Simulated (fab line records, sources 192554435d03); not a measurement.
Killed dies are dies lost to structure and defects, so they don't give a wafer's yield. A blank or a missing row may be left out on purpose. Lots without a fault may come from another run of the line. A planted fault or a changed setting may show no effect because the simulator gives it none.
Which tool did it? | flow n5_finfet | 13 lots, 39 wafers sampled, at 3 steps of a route of 1938

WHAT THE GAUGES READ, wafer by wafer
The record holds no reading of a measuring or inspecting step that can be judged against a usual standard deviation.

WHICH TOOL RAN EACH LOT (tool, then ch and the chambers of the sampled wafers, then the start)
lot  | N5_PMOS_HMC_CHANNEL_EPI_STRIP_17   | N5_PASSIVATION_DESCUM_32           | N5_PASSIVATION_PROBE_49
L303 | wet_bench-06 ch 2,3,5, day 1 18:18 | rie_diel-05 ch 1,2, day 14 09:01   | prober-01, day 14 14:28
L305 | wet_bench-06 ch 2,3,6, day 2 05:59 | rie_diel-01 ch 0,1,3, day 14 04:36 | prober-01, day 14 09:35
L306 | wet_bench-04 ch 4,6,7, day 2 11:58 | rie_diel-05 ch 0,1,2, day 14 09:51 | prober-02, day 14 14:53
L307 | wet_bench-04 ch 0,4,7, day 2 17:29 | rie_diel-03 ch 1,2, day 14 19:38   | prober-01, day 15 00:34
L308 | wet_bench-06 ch 1,4,5, day 3 00:35 | rie_diel-01 ch 1,2,3, day 15 07:46 | prober-02, day 15 12:33
L309 | wet_bench-04 ch 1,5,7, day 3 06:12 | rie_diel-03 ch 0,1,3, day 15 08:14 | prober-01, day 15 13:08
L310 | wet_bench-04 ch 1,2,6, day 3 11:31 | rie_diel-03 ch 0,3, day 15 05:13   | prober-02, day 15 10:07
L312 | wet_bench-05 ch 1,3,5, day 4 00:07 | rie_diel-05 ch 1,3, day 16 00:28   | prober-01, day 16 05:58
L316 | wet_bench-06 ch 1,5,6, day 4 23:40 | rie_diel-03 ch 1,3, day 16 19:19   | prober-02, day 17 00:23
L321 | wet_bench-05 ch 0,3,5, day 6 06:10 | rie_diel-01 ch 1,2, day 18 11:01   | prober-01, day 18 16:59
L322 | wet_bench-05 ch 0,4,5, day 6 11:31 | rie_diel-01 ch 1,3, day 19 07:23   | prober-01, day 19 12:38
L324 | wet_bench-04 ch 0,4,5, day 6 23:45 | rie_diel-05 ch 0,2,3, day 18 17:27 | prober-02, day 18 22:17
L326 | wet_bench-06 ch 0,1,4, day 7 12:49 | rie_diel-03 ch 0,1, day 19 13:43   | prober-01, day 19 18:47
- N5_PMOS_HMC_CHANNEL_EPI_STRIP_17: strips in SPM, time 750 s.
- N5_PASSIVATION_DESCUM_32: chemistry O2, time 7.9 s.
- N5_PASSIVATION_PROBE_49

WHAT THE TOOLS THEMSELVES READ (means of the sampled wafers that have a number; where no wafer has one, the mark that the record gives instead)
N5_PASSIVATION_DESCUM_32. Usual: drypump_motor_current_A 5.8 A, standard deviation 0.39; oes_product_au 0.82 a.u., standard deviation 0.059; rf_vpp_V 243.7 V, standard deviation 1.6; showerhead_plenum_p_Torr 2.13 Torr, standard deviation 0.091; throttle_valve_pct 20.41 %, standard deviation 0.24.
lot  | tool        | drypump_motor_current_A (A) | oes_product_au (a.u.) | rf_vpp_V (V) | showerhead_plenum_p_Torr (Torr) | throttle_valve_pct (%) | flag
L303 | rie_diel-05 | 5.6                         | 0.80                  | 243.6        | 2.15                            | 20.43                  |
L305 | rie_diel-01 | 6.0                         | 0.81                  | 242.7        | 2.09                            | 20.53                  |
L306 | rie_diel-05 | 5.5                         | 0.79                  | 242.4        | 2.06                            | 20.56                  |
L307 | rie_diel-03 | 5.6                         | 0.86                  | 244.1        | 2.23                            | 20.51                  |
L308 | rie_diel-01 | 5.8                         | 0.81                  | 243.2        | 2.09                            | 20.46                  |
L309 | rie_diel-03 | 5.8                         | 0.78                  | 244.7        | 2.15                            | 20.34                  |
L310 | rie_diel-03 | 5.9                         | 0.80                  | 243.5        | 2.16                            | 20.18                  |
L312 | rie_diel-05 | 5.5                         | 0.83                  | 242.8        | 2.06                            | 20.37                  |
L316 | rie_diel-03 | 6.1                         | 0.90                  | 242.2        | 2.11                            | 20.21                  |
L321 | rie_diel-01 | 5.3                         | 0.80                  | 242.3        | 2.01                            | 20.29                  |
L322 | rie_diel-01 | 6.0                         | 0.77                  | 243.4        | 2.08                            | 20.65                  |
L324 | rie_diel-05 | 5.5                         | 0.76                  | 242.1        | 2.08                            | 20.67                  |
L326 | rie_diel-03 | 5.5                         | 0.77                  | 244.1        | 2.18                            | 20.42                  |

N5_PASSIVATION_PROBE_49. Usual: killed_at_M0_to_M3 33, standard deviation 11; killed_at_M4_up 14, standard deviation 5; killed_at_contacts 11, standard deviation 7.3; killed_at_front_end 43, standard deviation 12; killed_at_other 4, standard deviation 3.1; killed_dies 106, standard deviation 17; killed_open 69, standard deviation 13; killed_short 34, standard deviation 8.7.
lot  | tool      | killed_at_M0_to_M3 | killed_at_M4_up | killed_at_contacts | killed_at_front_end | killed_at_other | killed_dies | killed_open | killed_short | flag
L303 | prober-01 | 28                 | 14              | 8                  | 60                  | 1               | 112         | 77          | 32           |
L305 | prober-01 | 37                 | 17              | 14                 | 38                  | 5               | 111         | 69          | 40           |
L306 | prober-02 | 28                 | 11              | 8                  | 42                  | 6               | 96          | 67          | 27           |
L307 | prober-01 | 38                 | 14              | 21                 | 42                  | 9               | 125         | 80          | 38           |
L308 | prober-02 | 37                 | 11              | 6                  | 37                  | 1               | 92          | 53          | 34           |
L309 | prober-01 | 40                 | 17              | 7                  | 34                  | 5               | 104         | 65          | 37           |
L310 | prober-02 | 28                 | 9               | 14                 | 45                  | 2               | 98          | 51          | 45           |
L312 | prober-01 | 36                 | 15              | 13                 | 28                  | 6               | 98          | 61          | 36           |
L316 | prober-02 | 30                 | 8               | 14                 | 77                  | 6               | 136         | 65          | 36           |
L321 | prober-01 | 23                 | 10              | 13                 | 38                  | 2               | 86          | 57          | 26           |
L322 | prober-01 | 40                 | 14              | 8                  | 31                  | 5               | 98          | 63          | 34           |
L324 | prober-02 | 31                 | 18              | 7                  | 38                  | 4               | 99          | 60          | 35           |
L326 | prober-01 | 29                 | 24              | 13                 | 45                  | 5               | 116         | 72          | 38           |

THE ANSWER, worked out from the rows above alone
Rule: a lot is off if the mean of its wafers that have a number lies more than 3 standard deviations from the usual mean. A lot without any number at a reading at which 4 lots or more have one is off too. The other lots that the step has rows for count as sound. The gauges are gone through in route order, then the tools' own readings, and for those a lot's mean is taken as printed above. The first step at which some lot is off is used, and at that step the reading that is off furthest; a lot without a number counts as furthest.
No lot is off at any reading shown: from this, nothing can be told.

WHAT THE SIMULATOR HAD PUT IN
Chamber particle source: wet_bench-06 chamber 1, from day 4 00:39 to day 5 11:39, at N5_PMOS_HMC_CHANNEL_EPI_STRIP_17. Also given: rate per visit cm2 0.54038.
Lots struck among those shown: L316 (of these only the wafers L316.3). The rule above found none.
